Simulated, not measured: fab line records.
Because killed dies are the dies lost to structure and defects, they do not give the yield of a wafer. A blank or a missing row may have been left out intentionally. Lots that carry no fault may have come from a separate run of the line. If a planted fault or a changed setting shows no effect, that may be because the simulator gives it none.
Split-lot study	flow n5 finfet	7 lots, 21 wafers read, on a route of 1938 steps

THE SPLIT ITSELF
At N5_BEOL_M7_DEP_56 (deposits SiCN from 3MS/NH3, target thk 10 nm, time 17.5 s), the setting time s was moved away from the recipe's 17.5 s on 10 of the 21 wafers read, by -14.9% to +12.1%. All remaining wafers had this setting at the recipe value.

The reading comes from the split's own step.

THE READING
SiCN_of_BEOL_M7_DEP_56.thk nm (the simulator's own value, which no gauge read), in nm, at N5_BEOL_M7_DEP_56 (deposits SiCN from 3MS/NH3, target thk 10 nm, time 17.5 s). The file does not state a usual value for it. The 11 wafers here that ran the recipe average 10.0 nm, standard deviation 0.14 nm.

wafer	tool, chamber at the split	time s as run, s	against the recipe	SiCN_of_BEOL_M7_DEP_56.thk nm, nm	against lot-mates on the recipe
L075.1	pecvd-01, 1	17.5	recipe	9.8	-
L075.5	pecvd-01, 0	17.5	recipe	10.2	-
L075.6	pecvd-01, 2	17.5	recipe	10	-
L077.2	pecvd-03, 1	17.5	recipe	10	-
L077.5	pecvd-03, 1	17.5	recipe	10	-
L077.4	pecvd-03, 0	16.54	-5.5%	9.6	-0.4
L081.2	pecvd-03, 1,0,0	17.5	recipe	9.8	-
L081.4	pecvd-03, 1,0,0	17.5	recipe	9.8	-
L081.6	pecvd-03, 1,0,0	17.5	recipe	9.8	-
L090.4	pecvd-03, 2	17.5	recipe	10	-
L090.5	pecvd-03, 2,1	14.89	-14.9%	8.8	-1.2
L090.6	pecvd-03, 2,1	14.89	-14.9%	8.8	-1.2
L091.3	pecvd-01, 1	19.02	+8.7%	10.6	no lot-mate on the recipe
L091.5	pecvd-01, 2,1	19.02	+8.7%	10.8	no lot-mate on the recipe
L091.6	pecvd-01, 2,1	19.02	+8.7%	10.8	no lot-mate on the recipe
L092.1	pecvd-02, 1,2	16.78	-4.1%	9.8	no lot-mate on the recipe
L092.4	pecvd-02, 1,2	16.78	-4.1%	9.8	no lot-mate on the recipe
L092.3	pecvd-02, 2	16.78	-4.1%	9.6	no lot-mate on the recipe
L093.1	pecvd-02, 2	17.5	recipe	10	-
L093.3	pecvd-02, 1	19.61	+12.1%	11.2	+1.1
L093.6	pecvd-02, 0	17.5	recipe	10.2	-
When a row names more than one chamber, that row covers several wafers, and the file does not tell which wafer ran in which chamber.

THE FIT
A straight line over all 21 wafers: SiCN_of_BEOL_M7_DEP_56.thk nm changes by +0.0835 nm for each +1% of time s; r = +0.97; the points scatter about the line by 0.14 nm.
The same after taking each lot's own level away (the mean of its wafers on the recipe; 15 wafers): +0.0832 nm for each +1%; r = +0.99; scatter 0.093 nm.
According to that fit, moving time s by its largest amount changes the reading by 1.2 nm.
Measured against the standard deviation above, the lots' own levels, which go from 9.80 to 10.10 nm, span 2.1 times it.
Hence the lot-to-lot level has little effect on the slope; both slopes agree.
Check: for one of the wafers moved furthest among these (-14.9%), held out of the fit, the line's prediction against its lot-mates is -1.24 nm. Against them it came out at -1.2 nm.

OTHER SPLITS APPLIED TO THESE WAFERS
Before the reading, these wafers also passed through other splits. Each is held against what the fit with the lots' levels taken away leaves over:
other split on the same wafers	wafers away from the commonest value	r with SiCN_of_BEOL_M7_DEP_56.thk nm (lot level and that fit taken away)
N5_BEOL_M6_TRENCH_ETCH_37 time s	8	-0.13

THE FILE'S OWN FIT
SiCN_of_BEOL_M7_DEP_56.thk nm changes by +0.0838 nm for each +1% of time s, r = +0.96.
